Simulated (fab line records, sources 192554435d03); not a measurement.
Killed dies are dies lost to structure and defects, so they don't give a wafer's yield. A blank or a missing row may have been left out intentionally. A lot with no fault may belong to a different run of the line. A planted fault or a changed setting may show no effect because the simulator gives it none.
fab line records || flow n5-finfet || part 2 of 2: steps 23 to 35 of 35
record: {"lots": 5, "wafers": 15, "last-day": 18}
route steps=1938 shown BEOL_M7@1263
lots that met no fault: from a run of the same line without faults
start-h: hours from the record's first day to the start of the lot's first wafer shown || wait-h: hours since the lot's step before || " as in the row above || L1.1+2: a row that stands for several wafers || - either no value or no given start || * or withheld: withheld || < > ~ a bound
route shown NAME@n: NAME is a module with steps in the file, n the number in the route of the first one || usual: mean/standard deviation of fault-free wafers || same: alike in all rows || chamber/n: place in a boat || sites: each site's reading || _std_site: the standard deviation of these || _edge_site: the outer-site mean with the inner-site mean subtracted || radius-mm: for every site, how far away it sits from the centre of the wafer || mask NAME#n: copy n || behind: the most recent tool/chamber to have shaped the wafer || hold: what put the lot on hold/how long, in hours/how the hold closed || device: transistor that didn't switch, given as n, p or np || end of line: the tests these same wafers got at the end of their route || a step given without rows: its recipe and nothing more || killed: at the first sort, the dies lost to defects and structure; wafer yield is something else || map: a wafer's dies, marking killed ones x, the rest . and places with no die _
set.NAME: the setting the step ran with; set.NAME@STEP: the setting that earlier step ran with || model.NAME: the simulator's own value behind a step, which no gauge read
certain route steps with their lots: each step a table, each wafer a row
services: the hour from which a tool's chamber was out of use, counted from the record's first day as start-h (under 0 if before that day), plus the number of hours and why
== steps ==
step: N5_BEOL_M7_STRIP_19
recipe: {"chemistry": "O2", "power-w": 400, "temp-c": 40, "pressure-mtorr": 30, "rf-frequency-hz": 6e+07, "bias-power-w": 0, "overash-fraction": 0.2, "o2-flow-sccm": 225}
usual: {"drypump-motor-current-A": "5.8/0.59", "oes-product-au": "0.81/0.092", "rf-vpp-V": "3.7/0.62", "showerhead-plenum-p-Torr": "2.11/0.076", "throttle-valve-pct": "16.62/0.17"}
{"lot.wafer": "L079.2", "tool": "rie-diel-03", "chamber": 1, "start-h": 221.95, "wait-h": 0.1, "drypump-motor-current-A": 6.1, "oes-product-au": 0.73, "rf-hours-counter-h": 154, "rf-vpp-V": 4.2, "showerhead-plenum-p-Torr": 2.19, "throttle-valve-pct": 16.83}
{"lot.wafer": "L079.3", "tool": "rie-diel-03", "chamber": 2, "start-h": 221.95, "wait-h": 0.1, "drypump-motor-current-A": 5.5, "oes-product-au": 0.72, "rf-hours-counter-h": 199, "rf-vpp-V": 4.6, "showerhead-plenum-p-Torr": 2.07, "throttle-valve-pct": 16.80}
{"lot.wafer": "L079.5", "tool": "rie-diel-03", "chamber": 1, "start-h": 221.95, "wait-h": 0.1, "drypump-motor-current-A": 6.1, "oes-product-au": 0.72, "rf-hours-counter-h": "-", "rf-vpp-V": 2.8, "showerhead-plenum-p-Torr": 2.19, "throttle-valve-pct": 16.82}
{"lot.wafer": "L080.2", "tool": "rie-diel-04", "chamber": 3, "start-h": 230.91, "wait-h": 0.1, "drypump-motor-current-A": 6.8, "oes-product-au": 0.67, "rf-hours-counter-h": 229, "rf-vpp-V": 2.9, "showerhead-plenum-p-Torr": 1.98, "throttle-valve-pct": 16.59}
{"lot.wafer": "L080.4", "tool": "rie-diel-04", "chamber": 0, "start-h": 230.91, "wait-h": 0.1, "drypump-motor-current-A": 5.4, "oes-product-au": 0.77, "rf-hours-counter-h": 174, "rf-vpp-V": 3.6, "showerhead-plenum-p-Torr": 2.17, "throttle-valve-pct": 16.83}
{"lot.wafer": "L080.6", "tool": "rie-diel-04", "chamber": 2, "start-h": 230.91, "wait-h": 0.1, "drypump-motor-current-A": 6.1, "oes-product-au": 0.70, "rf-hours-counter-h": "-", "rf-vpp-V": 3.6, "showerhead-plenum-p-Torr": 2.07, "throttle-valve-pct": 16.90}
{"lot.wafer": "L081.3", "tool": "rie-diel-03", "chamber": 3, "start-h": 244.11, "wait-h": 0.1, "drypump-motor-current-A": 6.4, "oes-product-au": 0.89, "rf-hours-counter-h": 33, "rf-vpp-V": 2.7, "showerhead-plenum-p-Torr": 2.24, "throttle-valve-pct": 16.36}
{"lot.wafer": "L081.4", "tool": "rie-diel-03", "chamber": 0, "start-h": 244.11, "wait-h": 0.1, "drypump-motor-current-A": 5.1, "oes-product-au": 0.73, "rf-hours-counter-h": 187, "rf-vpp-V": 3.8, "showerhead-plenum-p-Torr": 2.00, "throttle-valve-pct": 16.61}
{"lot.wafer": "L081.6", "tool": "rie-diel-03", "chamber": 2, "start-h": 244.11, "wait-h": 0.1, "drypump-motor-current-A": 5.5, "oes-product-au": 0.71, "rf-hours-counter-h": "-", "rf-vpp-V": 3.6, "showerhead-plenum-p-Torr": 2.07, "throttle-valve-pct": 16.80}
{"lot.wafer": "L091.1", "tool": "rie-diel-04", "chamber": 1, "start-h": 301.45, "wait-h": 0.1, "drypump-motor-current-A": 5.4, "oes-product-au": 0.88, "rf-hours-counter-h": 45, "rf-vpp-V": 2.8, "showerhead-plenum-p-Torr": 2.12, "throttle-valve-pct": 16.53}
{"lot.wafer": "L091.3", "tool": "rie-diel-04", "chamber": 0, "start-h": 301.45, "wait-h": 0.1, "drypump-motor-current-A": 5.4, "oes-product-au": 0.74, "rf-hours-counter-h": 198, "rf-vpp-V": 3.6, "showerhead-plenum-p-Torr": 2.16, "throttle-valve-pct": 16.86}
{"lot.wafer": "L091.5", "tool": "rie-diel-04", "chamber": 2, "start-h": 301.45, "wait-h": 0.1, "drypump-motor-current-A": 6.1, "oes-product-au": 0.95, "rf-hours-counter-h": "-", "rf-vpp-V": 4.9, "showerhead-plenum-p-Torr": 2.06, "throttle-valve-pct": 16.48}
{"lot.wafer": "L097.1", "tool": "rie-diel-03", "chamber": 1, "start-h": 339.22, "wait-h": 0.1, "drypump-motor-current-A": 6.1, "oes-product-au": 0.69, "rf-hours-counter-h": 194, "rf-vpp-V": 3.5, "showerhead-plenum-p-Torr": 2.18, "throttle-valve-pct": 16.89}
{"lot.wafer": "L097.5", "tool": "rie-diel-03", "chamber": 0, "start-h": 339.22, "wait-h": 0.1, "drypump-motor-current-A": 5.1, "oes-product-au": 0.70, "rf-hours-counter-h": "-", "rf-vpp-V": 3.8, "showerhead-plenum-p-Torr": 2.00, "throttle-valve-pct": 16.65}
{"lot.wafer": "L097.6", "tool": "rie-diel-03", "chamber": 3, "start-h": 339.22, "wait-h": 0.1, "drypump-motor-current-A": 6.4, "oes-product-au": 0.83, "rf-hours-counter-h": "-", "rf-vpp-V": 3.4, "showerhead-plenum-p-Torr": 2.22, "throttle-valve-pct": 16.42}
step: N5_BEOL_M7_CD_MEAS_18
recipe: {"pitch-nm": 80, "target-cd-nm": 40}
usual: {"cd-nm": "39.9/0.5"}
{"lot.wafer": "L079.2", "tool": "cd-sem-03", "chamber": "-", "start-h": 222.02, "wait-h": 0.1, "cd-nm": 39.6}
{"lot.wafer": "L079.3", "tool": "cd-sem-03", "chamber": "-", "start-h": 222.02, "wait-h": 0.1, "cd-nm": 39.8}
{"lot.wafer": "L079.5", "tool": "cd-sem-03", "chamber": "-", "start-h": 222.02, "wait-h": 0.1, "cd-nm": 39.8}
{"lot.wafer": "L080.2", "tool": "cd-sem-03", "chamber": "-", "start-h": 230.99, "wait-h": 0.1, "cd-nm": 40.9}
{"lot.wafer": "L080.4", "tool": "cd-sem-03", "chamber": "-", "start-h": 230.99, "wait-h": 0.1, "cd-nm": 40.9}
{"lot.wafer": "L080.6", "tool": "cd-sem-03", "chamber": "-", "start-h": 230.99, "wait-h": 0.1, "cd-nm": 40.4}
{"lot.wafer": "L081.3", "tool": "cd-sem-03", "chamber": "-", "start-h": 244.18, "wait-h": 0.1, "cd-nm": 39.6}
{"lot.wafer": "L081.4", "tool": "cd-sem-03", "chamber": "-", "start-h": 244.18, "wait-h": 0.1, "cd-nm": 39.9}
{"lot.wafer": "L081.6", "tool": "cd-sem-03", "chamber": "-", "start-h": 244.18, "wait-h": 0.1, "cd-nm": 39.3}
{"lot.wafer": "L091.1", "tool": "cd-sem-01", "chamber": "-", "start-h": 301.52, "wait-h": 0.0, "cd-nm": 39.3}
{"lot.wafer": "L091.3", "tool": "cd-sem-01", "chamber": "-", "start-h": 301.52, "wait-h": 0.0, "cd-nm": 39.9}
{"lot.wafer": "L091.5", "tool": "cd-sem-01", "chamber": "-", "start-h": 301.52, "wait-h": 0.0, "cd-nm": 38.9}
{"lot.wafer": "L097.1", "tool": "cd-sem-03", "chamber": "-", "start-h": 339.29, "wait-h": 0.0, "cd-nm": 40.3}
{"lot.wafer": "L097.5", "tool": "cd-sem-03", "chamber": "-", "start-h": 339.29, "wait-h": 0.0, "cd-nm": 39.4}
{"lot.wafer": "L097.6", "tool": "cd-sem-03", "chamber": "-", "start-h": 339.29, "wait-h": 0.0, "cd-nm": 39.5}
step: N5_BEOL_M7_COAT_63
recipe: {"resist": "SOC", "temp-c": 250, "time-s": 60, "spin-rpm": 1500, "resist-thk-nm": 60}
{"lot.wafer": "L079.2+3+5", "tool": "litho-track-04", "chamber": 0, "start-h": 222.18, "wait-h": 0.2}
{"lot.wafer": "L080.2+4+6", "tool": "litho-track-05", "chamber": 0, "start-h": 232.61, "wait-h": 1.6}
{"lot.wafer": "L081.3+4+6", "tool": "litho-track-04", "chamber": 0, "start-h": 244.22, "wait-h": 0.0}
{"lot.wafer": "L091.1+3+5", "tool": "litho-track-03", "chamber": 0, "start-h": 302.07, "wait-h": 0.5}
{"lot.wafer": "L097.1+5+6", "tool": "litho-track-04", "chamber": 0, "start-h": 339.40, "wait-h": 0.1}
step: N5_BEOL_M7_COAT_64
recipe: {"resist": "SiARC", "temp-c": 220, "time-s": 60, "spin-rpm": 1500, "resist-thk-nm": 12}
{"lot.wafer": "L079.2+3+5", "tool": "litho-track-04", "chamber": 0, "start-h": "-", "wait-h": "-"}
{"lot.wafer": "L080.2+4+6", "tool": "litho-track-05", "chamber": 0, "start-h": "-", "wait-h": "-"}
{"lot.wafer": "L081.3+4+6", "tool": "litho-track-04", "chamber": 0, "start-h": "-", "wait-h": "-"}
{"lot.wafer": "L091.1+3+5", "tool": "litho-track-03", "chamber": 0, "start-h": "-", "wait-h": "-"}
{"lot.wafer": "L097.1+5+6", "tool": "litho-track-04", "chamber": 0, "start-h": "-", "wait-h": "-"}
step: N5_BEOL_M7_COAT_71
recipe: {"resist": "underlayer", "temp-c": 205, "time-s": 60, "spin-rpm": 1500, "resist-thk-nm": 5}
{"lot.wafer": "L079.2+3+5", "tool": "litho-track-04", "chamber": 0, "start-h": "-", "wait-h": "-"}
{"lot.wafer": "L080.2+4+6", "tool": "litho-track-05", "chamber": 0, "start-h": "-", "wait-h": "-"}
{"lot.wafer": "L081.3+4+6", "tool": "litho-track-04", "chamber": 0, "start-h": "-", "wait-h": "-"}
{"lot.wafer": "L091.1+3+5", "tool": "litho-track-03", "chamber": 0, "start-h": "-", "wait-h": "-"}
{"lot.wafer": "L097.1+5+6", "tool": "litho-track-04", "chamber": 0, "start-h": "-", "wait-h": "-"}
step: N5_BEOL_M7_COAT_22
recipe: {"resist": "CAR-EUV", "spin-rpm": 1500, "resist-thk-nm": 30}
{"lot.wafer": "L079.2+3+5", "tool": "litho-track-04", "chamber": 0, "start-h": "-", "wait-h": "-"}
{"lot.wafer": "L080.2+4+6", "tool": "litho-track-05", "chamber": 0, "start-h": "-", "wait-h": "-"}
{"lot.wafer": "L081.3+4+6", "tool": "litho-track-04", "chamber": 0, "start-h": "-", "wait-h": "-"}
{"lot.wafer": "L091.1+3+5", "tool": "litho-track-03", "chamber": 0, "start-h": "-", "wait-h": "-"}
{"lot.wafer": "L097.1+5+6", "tool": "litho-track-04", "chamber": 0, "start-h": "-", "wait-h": "-"}
step: N5_BEOL_M7_EBR_24
recipe: {"solvent": "PGMEA", "ebr-width-mm": 1.5}
same: {"ebr-width-mm": 1.5}
{"lot.wafer": "L079.2+3+5", "tool": "litho-track-04", "chamber": 0, "start-h": "-", "wait-h": "-"}
{"lot.wafer": "L080.2+4+6", "tool": "litho-track-05", "chamber": 0, "start-h": "-", "wait-h": "-"}
{"lot.wafer": "L081.3+4+6", "tool": "litho-track-04", "chamber": 0, "start-h": "-", "wait-h": "-"}
{"lot.wafer": "L091.1+3+5", "tool": "litho-track-03", "chamber": 0, "start-h": "-", "wait-h": "-"}
{"lot.wafer": "L097.1+5+6", "tool": "litho-track-04", "chamber": 0, "start-h": "-", "wait-h": "-"}
step: N5_BEOL_M7_SOFTBAKE_23
recipe: {"temp-c": 110, "time-s": 60, "resist": "CAR-EUV"}
{"lot.wafer": "L079.2+3+5", "tool": "litho-track-04", "chamber": 0, "start-h": "-", "wait-h": "-"}
{"lot.wafer": "L080.2+4+6", "tool": "litho-track-05", "chamber": 0, "start-h": "-", "wait-h": "-"}
{"lot.wafer": "L081.3+4+6", "tool": "litho-track-04", "chamber": 0, "start-h": "-", "wait-h": "-"}
{"lot.wafer": "L091.1+3+5", "tool": "litho-track-03", "chamber": 0, "start-h": "-", "wait-h": "-"}
{"lot.wafer": "L097.1+5+6", "tool": "litho-track-04", "chamber": 0, "start-h": "-", "wait-h": "-"}
step: N5_BEOL_M7_EXPOSE_25
recipe: {"mask-id": "V6", "na": 0.33, "source-shape": "annular", "sigma-inner": 0.4, "sigma-outer": 0.8, "polarization": "unpolarized", "target-cd-nm": 40, "dose-mj": 42.5}
usual: {"exposure-dose-mJ-cm2": "42.42/0.044"}
{"lot.wafer": "L079.2", "tool": "euv-scanner-02", "chamber": 0, "start-h": 222.45, "wait-h": "-", "mask": "V6#0", "exposure-dose-mJ-cm2": 42.40}
{"lot.wafer": "L079.3", "tool": "euv-scanner-02", "chamber": 0, "start-h": 222.45, "wait-h": "-", "mask": "V6#0", "exposure-dose-mJ-cm2": 42.30}
{"lot.wafer": "L079.5", "tool": "euv-scanner-02", "chamber": 0, "start-h": 222.45, "wait-h": "-", "mask": "V6#0", "exposure-dose-mJ-cm2": 42.40}
{"lot.wafer": "L080.2", "tool": "euv-scanner-01", "chamber": 0, "start-h": 232.88, "wait-h": "-", "mask": "V6#0", "exposure-dose-mJ-cm2": 42.42}
{"lot.wafer": "L080.4", "tool": "euv-scanner-01", "chamber": 0, "start-h": 232.88, "wait-h": "-", "mask": "V6#0", "exposure-dose-mJ-cm2": 42.48}
{"lot.wafer": "L080.6", "tool": "euv-scanner-01", "chamber": 0, "start-h": 232.88, "wait-h": "-", "mask": "V6#0", "exposure-dose-mJ-cm2": 42.43}
{"lot.wafer": "L081.3", "tool": "euv-scanner-02", "chamber": 0, "start-h": 244.49, "wait-h": "-", "mask": "V6#0", "exposure-dose-mJ-cm2": 42.40}
{"lot.wafer": "L081.4", "tool": "euv-scanner-02", "chamber": 0, "start-h": 244.49, "wait-h": "-", "mask": "V6#0", "exposure-dose-mJ-cm2": 42.43}
{"lot.wafer": "L081.6", "tool": "euv-scanner-02", "chamber": 0, "start-h": 244.49, "wait-h": "-", "mask": "V6#0", "exposure-dose-mJ-cm2": 42.41}
{"lot.wafer": "L091.1", "tool": "euv-scanner-01", "chamber": 0, "start-h": 302.33, "wait-h": "-", "mask": "V6#0", "exposure-dose-mJ-cm2": 42.42}
{"lot.wafer": "L091.3", "tool": "euv-scanner-01", "chamber": 0, "start-h": 302.33, "wait-h": "-", "mask": "V6#0", "exposure-dose-mJ-cm2": 42.39}
{"lot.wafer": "L091.5", "tool": "euv-scanner-01", "chamber": 0, "start-h": 302.33, "wait-h": "-", "mask": "V6#0", "exposure-dose-mJ-cm2": 42.42}
{"lot.wafer": "L097.1", "tool": "euv-scanner-01", "chamber": 0, "start-h": 339.67, "wait-h": "-", "mask": "V6#0", "exposure-dose-mJ-cm2": 42.41}
{"lot.wafer": "L097.5", "tool": "euv-scanner-01", "chamber": 0, "start-h": 339.67, "wait-h": "-", "mask": "V6#0", "exposure-dose-mJ-cm2": 42.47}
{"lot.wafer": "L097.6", "tool": "euv-scanner-01", "chamber": 0, "start-h": 339.67, "wait-h": "-", "mask": "V6#0", "exposure-dose-mJ-cm2": 42.46}
step: N5_BEOL_M7_PEB_26
recipe: {"peb-temp-c": 100, "peb-time-s": 60, "resist": "CAR-EUV"}
{"lot.wafer": "L079.2+3+5", "tool": "litho-track-04", "chamber": 0, "start-h": 222.51, "wait-h": 0.1}
{"lot.wafer": "L080.2+4+6", "tool": "litho-track-05", "chamber": 0, "start-h": 232.94, "wait-h": 0.1}
{"lot.wafer": "L081.3+4+6", "tool": "litho-track-05", "chamber": 0, "start-h": 244.54, "wait-h": 0.0}
{"lot.wafer": "L091.1+3+5", "tool": "litho-track-05", "chamber": 0, "start-h": 302.40, "wait-h": 0.1}
{"lot.wafer": "L097.1+5+6", "tool": "litho-track-05", "chamber": 0, "start-h": 339.73, "wait-h": 0.1}
step: N5_BEOL_M7_DEVELOP_27
recipe: {"develop-time-s": 30, "developer": "TMAH", "resist": "CAR-EUV", "rinse-liquid": "surfactant-rinse", "dry": "air-spin", "dev-temp-c": 23}
{"lot.wafer": "L079.2+3+5", "tool": "litho-track-04", "chamber": 0, "start-h": "-", "wait-h": "-"}
{"lot.wafer": "L080.2+4+6", "tool": "litho-track-05", "chamber": 0, "start-h": "-", "wait-h": "-"}
{"lot.wafer": "L081.3+4+6", "tool": "litho-track-05", "chamber": 0, "start-h": "-", "wait-h": "-"}
{"lot.wafer": "L091.1+3+5", "tool": "litho-track-05", "chamber": 0, "start-h": "-", "wait-h": "-"}
{"lot.wafer": "L097.1+5+6", "tool": "litho-track-05", "chamber": 0, "start-h": "-", "wait-h": "-"}
step: N5_BEOL_M7_CD_MEAS_28
recipe: {"target-cd-nm": 40, "landing-energy-ev": 500, "detector": "se-inlens"}
usual: {"cd-nm": "39.98/0.21"}
{"lot.wafer": "L079.2", "tool": "cd-sem-01", "chamber": 0, "start-h": 222.58, "wait-h": "-", "cd-nm": 39.95}
{"lot.wafer": "L079.3", "tool": "cd-sem-01", "chamber": 0, "start-h": 222.58, "wait-h": "-", "cd-nm": 40.24}
{"lot.wafer": "L079.5", "tool": "cd-sem-01", "chamber": 0, "start-h": 222.58, "wait-h": "-", "cd-nm": 39.92}
{"lot.wafer": "L080.2", "tool": "cd-sem-03", "chamber": 0, "start-h": 233.01, "wait-h": "-", "cd-nm": 40.52}
{"lot.wafer": "L080.4", "tool": "cd-sem-03", "chamber": 0, "start-h": 233.01, "wait-h": "-", "cd-nm": 40.00}
{"lot.wafer": "L080.6", "tool": "cd-sem-03", "chamber": 0, "start-h": 233.01, "wait-h": "-", "cd-nm": 40.24}
{"lot.wafer": "L081.3", "tool": "cd-sem-03", "chamber": 0, "start-h": 244.61, "wait-h": "-", "cd-nm": 40.15}
{"lot.wafer": "L081.4", "tool": "cd-sem-03", "chamber": 0, "start-h": 244.61, "wait-h": "-", "cd-nm": 39.79}
{"lot.wafer": "L081.6", "tool": "cd-sem-03", "chamber": 0, "start-h": 244.61, "wait-h": "-", "cd-nm": 40.08}
{"lot.wafer": "L091.1", "tool": "cd-sem-01", "chamber": 0, "start-h": 302.46, "wait-h": "-", "cd-nm": 39.47}
{"lot.wafer": "L091.3", "tool": "cd-sem-01", "chamber": 0, "start-h": 302.46, "wait-h": "-", "cd-nm": 39.85}
{"lot.wafer": "L091.5", "tool": "cd-sem-01", "chamber": 0, "start-h": 302.46, "wait-h": "-", "cd-nm": 39.91}
{"lot.wafer": "L097.1", "tool": "cd-sem-01", "chamber": 0, "start-h": 339.80, "wait-h": "-", "cd-nm": 39.70}
{"lot.wafer": "L097.5", "tool": "cd-sem-01", "chamber": 0, "start-h": 339.80, "wait-h": "-", "cd-nm": 39.85}
{"lot.wafer": "L097.6", "tool": "cd-sem-01", "chamber": 0, "start-h": 339.80, "wait-h": "-", "cd-nm": 39.73}
step: N5_BEOL_M7_OVL_MEAS_29
recipe: {"points-per-wafer": 522}
usual: {"V6_OVL": "-0.9/0.6"}
{"lot.wafer": "L079.2", "tool": "overlay-01", "chamber": 0, "start-h": 222.61, "wait-h": 0.0, "V6_OVL[nm]": -1.2}
{"lot.wafer": "L079.3", "tool": "overlay-01", "chamber": 0, "start-h": 222.61, "wait-h": 0.0, "V6_OVL[nm]": -2.0}
{"lot.wafer": "L079.5", "tool": "overlay-01", "chamber": 0, "start-h": 222.61, "wait-h": 0.0, "V6_OVL[nm]": -1.5}
{"lot.wafer": "L080.2", "tool": "overlay-01", "chamber": 0, "start-h": 233.04, "wait-h": 0.0, "V6_OVL[nm]": -0.2}
{"lot.wafer": "L080.4", "tool": "overlay-01", "chamber": 0, "start-h": 233.04, "wait-h": 0.0, "V6_OVL[nm]": -0.2}
{"lot.wafer": "L080.6", "tool": "overlay-01", "chamber": 0, "start-h": 233.04, "wait-h": 0.0, "V6_OVL[nm]": -0.9}
{"lot.wafer": "L081.3", "tool": "overlay-02", "chamber": 0, "start-h": 244.65, "wait-h": 0.0, "V6_OVL[nm]": -1.5}
{"lot.wafer": "L081.4", "tool": "overlay-02", "chamber": 0, "start-h": 244.65, "wait-h": 0.0, "V6_OVL[nm]": -1.4}
{"lot.wafer": "L081.6", "tool": "overlay-02", "chamber": 0, "start-h": 244.65, "wait-h": 0.0, "V6_OVL[nm]": -1.5}
{"lot.wafer": "L091.1", "tool": "overlay-01", "chamber": 0, "start-h": 302.49, "wait-h": 0.0, "V6_OVL[nm]": -0.3}
{"lot.wafer": "L091.3", "tool": "overlay-01", "chamber": 0, "start-h": 302.49, "wait-h": 0.0, "V6_OVL[nm]": -1.0}
{"lot.wafer": "L091.5", "tool": "overlay-01", "chamber": 0, "start-h": 302.49, "wait-h": 0.0, "V6_OVL[nm]": -0.8}
{"lot.wafer": "L097.1", "tool": "overlay-01", "chamber": 0, "start-h": 339.83, "wait-h": 0.0, "V6_OVL[nm]": -0.9}
{"lot.wafer": "L097.5", "tool": "overlay-01", "chamber": 0, "start-h": 339.83, "wait-h": 0.0, "V6_OVL[nm]": -0.7}
{"lot.wafer": "L097.6", "tool": "overlay-01", "chamber": 0, "start-h": 339.83, "wait-h": 0.0, "V6_OVL[nm]": -0.9}
== services ==
{"tool": "arfi-scanner-02", "chamber": "-", "start-h": 198.62, "hours": 0.8, "kind": "pm"}
{"tool": "euv-scanner-02", "chamber": "-", "start-h": 200.35, "hours": 1.0, "kind": "pm"}
{"tool": "rie-diel-04", "chamber": "-", "start-h": 211.67, "hours": 2.8, "kind": "pm"}
{"tool": "euv-scanner-01", "chamber": "-", "start-h": 211.95, "hours": 6.2, "kind": "pm"}
{"tool": "rie-diel-01", "chamber": "-", "start-h": 217.33, "hours": 9.7, "kind": "repair"}
{"tool": "rie-diel-04", "chamber": "-", "start-h": 217.33, "hours": 2.1, "kind": "repair"}
{"tool": "arfi-scanner-02", "chamber": "-", "start-h": 221.53, "hours": 1.0, "kind": "pm"}
{"tool": "pecvd-03", "chamber": "-", "start-h": 228.69, "hours": 2.8, "kind": "pm"}
{"tool": "rie-diel-01", "chamber": "-", "start-h": 229.97, "hours": 2.8, "kind": "pm"}
{"tool": "pecvd-01", "chamber": "-", "start-h": 232.63, "hours": 14.6, "kind": "pm"}
{"tool": "rie-diel-04", "chamber": 1, "start-h": 239.23, "hours": 6.4, "kind": "repair"}
{"tool": "arfi-scanner-01", "chamber": "-", "start-h": 239.68, "hours": 1.3, "kind": "pm"}
{"tool": "euv-scanner-01", "chamber": "-", "start-h": 239.71, "hours": 1.0, "kind": "pm"}
{"tool": "arfi-scanner-02", "chamber": "-", "start-h": 243.28, "hours": 1.3, "kind": "pm"}
{"tool": "euv-scanner-02", "chamber": "-", "start-h": 244.92, "hours": 4.6, "kind": "pm"}
{"tool": "arfi-scanner-01", "chamber": "-", "start-h": 273.71, "hours": 1.0, "kind": "pm"}
{"tool": "uv-cure-03", "chamber": "-", "start-h": 274.22, "hours": 11.7, "kind": "repair"}
{"tool": "rie-diel-01", "chamber": 3, "start-h": 284.47, "hours": 7.4, "kind": "repair"}
{"tool": "euv-scanner-01", "chamber": "-", "start-h": 295.86, "hours": 1.0, "kind": "pm"}
{"tool": "rie-metal-01", "chamber": 1, "start-h": 302.94, "hours": 43.3, "kind": "repair"}
{"tool": "euv-scanner-01", "chamber": "-", "start-h": 302.97, "hours": 4.6, "kind": "pm"}
{"tool": "arfi-scanner-01", "chamber": "-", "start-h": 308.95, "hours": 0.8, "kind": "pm"}
{"tool": "euv-scanner-01", "chamber": "-", "start-h": 326.40, "hours": 2.7, "kind": "repair"}
{"tool": "arfi-scanner-01", "chamber": "-", "start-h": 335.46, "hours": 5.8, "kind": "repair"}
